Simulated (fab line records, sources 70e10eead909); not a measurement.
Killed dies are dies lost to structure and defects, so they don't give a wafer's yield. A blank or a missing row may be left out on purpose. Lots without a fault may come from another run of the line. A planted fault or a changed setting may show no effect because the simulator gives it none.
Which tool did it? | flow nand_harc | 14 lots, 42 wafers sampled, at 5 steps of a route of 1302

WHAT THE GAUGES READ, wafer by wafer
NHARC_END_SORT_01.
lot  | measured     | on        | defect_limited_yield (%) | killed_at_array | killed_at_other | killed_at_periphery | killed_dies | killed_open | killed_short
L790 | day 24 19:37 | prober-01 | 90.7 92.2 93.9           | 59 50 40        | 0 0 0           | 4 3 1               | 63 53 41    | 0 1 1       | 2 1 0
L792 | day 24 19:37 | prober-02 | 90.0 88.6 89.1           | 64 75 73        | 0 0 0           | 4 2 1               | 68 77 74    | 1 1 2       | 4 1 2
L791 | day 25 04:08 | prober-01 | 83.5 84.0 83.0           | 110 106 112     | 0 1 1           | 2 1 2               | 112 108 115 | 3 2 0       | 3 5 5
L796 | day 26 19:26 | prober-01 | 92.8 92.6 92.2           | 45 44 48        | 1 3 4           | 3 3 1               | 49 50 53    | 1 5 1       | 3 1 1
L794 | day 27 14:31 | prober-02 | 91.9 90.5 91.4           | 49 56 54        | 2 3 3           | 4 5 1               | 55 64 58    | 2 3 1       | 2 3 1
L795 | day 27 23:04 | prober-01 | 90.8 90.7 90.0           | 53 60 61        | 3 2 3           | 6 1 4               | 62 63 68    | 3 7 4       | 3 4 2
L798 | day 27 13:40 | prober-01 | 86.6 84.9 88.0           | 87 95 78        | 0 1 1           | 4 6 2               | 91 102 81   | 1 4 1       | 1 3 1
L797 | day 27 22:22 | prober-02 | 86.1 86.7 87.6           | 86 88 82        | 5 0 1           | 3 2 1               | 94 90 84    | 2 2 1       | 3 0 1
L800 | day 28 16:13 | prober-02 | 97.5 97.5 96.6           | 15 14 22        | 0 2 0           | 2 1 1               | 17 17 23    | 2 3 4       | 1 2 2
L801 | day 29 17:35 | prober-01 | 90.3 90.0 89.2           | 58 64 69        | 1 1 1           | 7 3 3               | 66 68 73    | 2 2 5       | 1 1 3
L802 | day 29 16:46 | prober-02 | 91.6 88.9 89.7           | 55 73 67        | 0 0 1           | 2 2 2               | 57 75 70    | 3 0 3       | 2 1 1
L805 | day 30 09:40 | prober-02 | 77.7 75.8 77.7           | 101 98 92       | 44 63 56        | 6 3 3               | 151 164 151 | 6 2 1       | 5 5 3
L804 | day 31 10:38 | prober-02 | 83.8 80.9 81.5           | 85 67 80        | 23 62 44        | 2 0 1               | 110 129 125 | 9 1 3       | 2 1 5
L812 | day 33 16:53 | prober-01 | 90.0 90.5 91.0           | 65 60 59        | 1 1 0           | 2 3 2               | 68 64 61    | 5 3 3       | 3 5 2

WHICH TOOL RAN EACH LOT (tool, then ch and the chambers of the sampled wafers, then the start)
lot  | NHARC_A_BONDPAD_PVD_27                  | NHARC_THIN_TSV_PRE_CLEAN_50  | NHARC_THIN_TSV_PVD_19                   | NHARC_THIN_TSV_ANNEAL_52
L790 | pvd_sputter-02, day 24 07:12 or earlier | pvd_sputter-02, day 24 07:12 | pvd_sputter-02, day 24 08:17 or earlier | rtp_anneal-01 ch 0, day 24 08:17
L792 | pvd_sputter-02, day 24 08:33 or earlier | pvd_sputter-02, day 24 08:33 | pvd_sputter-02, day 24 09:38 or earlier | rtp_anneal-02 ch 0, day 24 09:38
L791 | pvd_sputter-02, day 24 12:10 or earlier | pvd_sputter-03, day 24 12:10 | pvd_sputter-03, day 24 13:18 or earlier | rtp_anneal-01 ch 0, day 24 13:18
L796 | pvd_sputter-03, day 26 06:32 or earlier | pvd_sputter-03, day 26 06:32 | pvd_sputter-03, day 26 07:37 or earlier | rtp_anneal-02 ch 0, day 26 07:37
L794 | pvd_sputter-02, day 27 01:28 or earlier | pvd_sputter-03, day 27 01:28 | pvd_sputter-03, day 27 02:37 or earlier | rtp_anneal-02 ch 0, day 27 02:37
L795 | pvd_sputter-03, day 27 02:27 or earlier | pvd_sputter-02, day 27 02:27 | pvd_sputter-02, day 27 03:38 or earlier | rtp_anneal-02 ch 0, day 27 03:38
L798 | pvd_sputter-01, day 27 03:40 or earlier | pvd_sputter-02, day 27 03:40 | pvd_sputter-02, day 27 04:44 or earlier | rtp_anneal-02 ch 0, day 27 04:44
L797 | pvd_sputter-03, day 27 05:08 or earlier | pvd_sputter-01, day 27 05:08 | pvd_sputter-01, day 27 06:16 or earlier | rtp_anneal-02 ch 0, day 27 06:16
L800 | pvd_sputter-01, day 28 04:14 or earlier | pvd_sputter-01, day 28 04:14 | pvd_sputter-01, day 28 05:19 or earlier | rtp_anneal-01 ch 0, day 28 05:19
L801 | pvd_sputter-03, day 29 04:20 or earlier | pvd_sputter-01, day 29 04:20 | pvd_sputter-01, day 29 05:49 or earlier | rtp_anneal-01 ch 0, day 29 05:49
L802 | pvd_sputter-02, day 29 05:37 or earlier | pvd_sputter-03, day 29 05:37 | pvd_sputter-03, day 29 06:42 or earlier | rtp_anneal-01 ch 0, day 29 06:42
L805 | pvd_sputter-02, day 29 18:04 or earlier | pvd_sputter-03, day 29 18:04 | pvd_sputter-03, day 29 19:16 or earlier | rtp_anneal-01 ch 0, day 29 19:16
L804 | pvd_sputter-01, day 30 22:28 or earlier | pvd_sputter-03, day 30 22:28 | pvd_sputter-03, day 30 23:34 or earlier | rtp_anneal-01 ch 0, day 30 23:34
L812 | pvd_sputter-01, day 33 04:12 or earlier | pvd_sputter-02, day 33 04:12 | pvd_sputter-02, day 33 05:17 or earlier | rtp_anneal-02 ch 0, day 33 05:17
- NHARC_A_BONDPAD_PVD_27: deposits Cu, target thk 30 nm, time 20.49 s.
- NHARC_THIN_TSV_PRE_CLEAN_50: time 30 s.
- NHARC_THIN_TSV_PVD_19: deposits TaN, target thk 20 nm.
- NHARC_THIN_TSV_ANNEAL_52: time 90 s.

WHAT THE TOOLS THEMSELVES READ (means of the sampled wafers that have a number; where no wafer has one, the mark that the record gives instead)
NHARC_A_BONDPAD_PVD_27.
lot  | tool           | cathode_dc_power_W (W) | throttle_valve_pct (%)
L790 | pvd_sputter-02 | 5000.1                 | 29.7
L792 | pvd_sputter-02 | 5000.9                 | 30.2
L791 | pvd_sputter-02 | 4999.5                 | 30.9
L796 | pvd_sputter-03 | 4999.8                 | 29.7
L794 | pvd_sputter-02 | 5000.0                 | 31.6
L795 | pvd_sputter-03 | 5000.0                 | 29.5
L798 | pvd_sputter-01 | 4999.1                 | 30.1
L797 | pvd_sputter-03 | 5000.3                 | 29.9
L800 | pvd_sputter-01 | 4999.8                 | 31.1
L801 | pvd_sputter-03 | 4999.8                 | 30.1
L802 | pvd_sputter-02 | 5000.2                 | 31.4
L805 | pvd_sputter-02 | 5001.4                 | 31.5
L804 | pvd_sputter-01 | 5000.0                 | 30.6
L812 | pvd_sputter-01 | 4999.8                 | 30.4

NHARC_THIN_TSV_PRE_CLEAN_50.
lot  | tool           | heater_power_w (W)
L790 | pvd_sputter-02 | 435
L792 | pvd_sputter-02 | 422
L791 | pvd_sputter-03 | 404
L796 | pvd_sputter-03 | 412
L794 | pvd_sputter-03 | 411
L795 | pvd_sputter-02 | 398
L798 | pvd_sputter-02 | 429
L797 | pvd_sputter-01 | 388
L800 | pvd_sputter-01 | 389
L801 | pvd_sputter-01 | 419
L802 | pvd_sputter-03 | 422
L805 | pvd_sputter-03 | 398
L804 | pvd_sputter-03 | 428
L812 | pvd_sputter-02 | 439

NHARC_THIN_TSV_PVD_19.
lot  | tool           | throttle_valve_pct (%)
L790 | pvd_sputter-02 | 31.9
L792 | pvd_sputter-02 | 30.8
L791 | pvd_sputter-03 | 29.4
L796 | pvd_sputter-03 | 29.0
L794 | pvd_sputter-03 | 29.4
L795 | pvd_sputter-02 | 30.7
L798 | pvd_sputter-02 | 30.8
L797 | pvd_sputter-01 | 29.2
L800 | pvd_sputter-01 | 29.1
L801 | pvd_sputter-01 | 29.3
L802 | pvd_sputter-03 | 29.2
L805 | pvd_sputter-03 | 29.9
L804 | pvd_sputter-03 | 29.5
L812 | pvd_sputter-02 | 30.8

NHARC_THIN_TSV_ANNEAL_52.
lot  | tool          | anneal_temp_c_max | wafer_temp_C_max
L790 | rtp_anneal-01 | 225.98            | 227.3
L792 | rtp_anneal-02 | 225.80            | 226.1
L791 | rtp_anneal-01 | 226.19            | 226.7
L796 | rtp_anneal-02 | 225.92            | 226.3
L794 | rtp_anneal-02 | 226.13            | 226.2
L795 | rtp_anneal-02 | 225.97            | 225.9
L798 | rtp_anneal-02 | 226.07            | 226.0
L797 | rtp_anneal-02 | 225.91            | 225.9
L800 | rtp_anneal-01 | 226.00            | 226.8
L801 | rtp_anneal-01 | 225.91            | 226.6
L802 | rtp_anneal-01 | 226.02            | 226.6
L805 | rtp_anneal-01 | 226.13            | 226.7
L804 | rtp_anneal-01 | 226.30            | 226.9
L812 | rtp_anneal-02 | 226.37            | 226.1

THE ANSWER, worked out from the rows above alone
Rule: what is usual is taken from the lots themselves. Put in order of their means at a reading, lots are off if they are a third of the lots or fewer, leave a main group of 4 or more, and stand apart from it by a gap of 3 or more times the standard deviation of the main group's means; of several such gaps the widest counts. A main group whose means are all the same, to the digits that the tables above print for the reading, isn't used. A lot without any number at a reading at which 4 lots or more have one is off too. The other lots that the step has rows for count as sound. The gauges are gone through in route order, then the tools' own readings, and for those a lot's mean is taken as printed above. The first step at which some lot is off is used, and at that step the reading that is off furthest; a lot without a number counts as furthest.
Off: L805, L804, at NHARC_END_SORT_01 (killed_at_other). The main group: mean 1.2, standard deviation 1.
A tool fits if, at a process step before that reading, it ran every lot that is off, and no sound lot after the first of them. The gauges at NHARC_END_SORT_01 are tried like those tools. NHARC_A_BONDPAD_PVD_27 gives no start for some lots, so the hours and the order of its lots are those of NHARC_THIN_TSV_PRE_CLEAN_50. NHARC_THIN_TSV_PVD_19 gives no start for some lots, so the hours and the order of its lots are those of NHARC_THIN_TSV_ANNEAL_52. Can't be told from this: 3 tools fit, pvd_sputter-03 at NHARC_THIN_TSV_PRE_CLEAN_50 and NHARC_THIN_TSV_PVD_19, rtp_anneal-01 at NHARC_THIN_TSV_ANNEAL_52, prober-02 at NHARC_END_SORT_01.

WHAT THE SIMULATOR HAD PUT IN
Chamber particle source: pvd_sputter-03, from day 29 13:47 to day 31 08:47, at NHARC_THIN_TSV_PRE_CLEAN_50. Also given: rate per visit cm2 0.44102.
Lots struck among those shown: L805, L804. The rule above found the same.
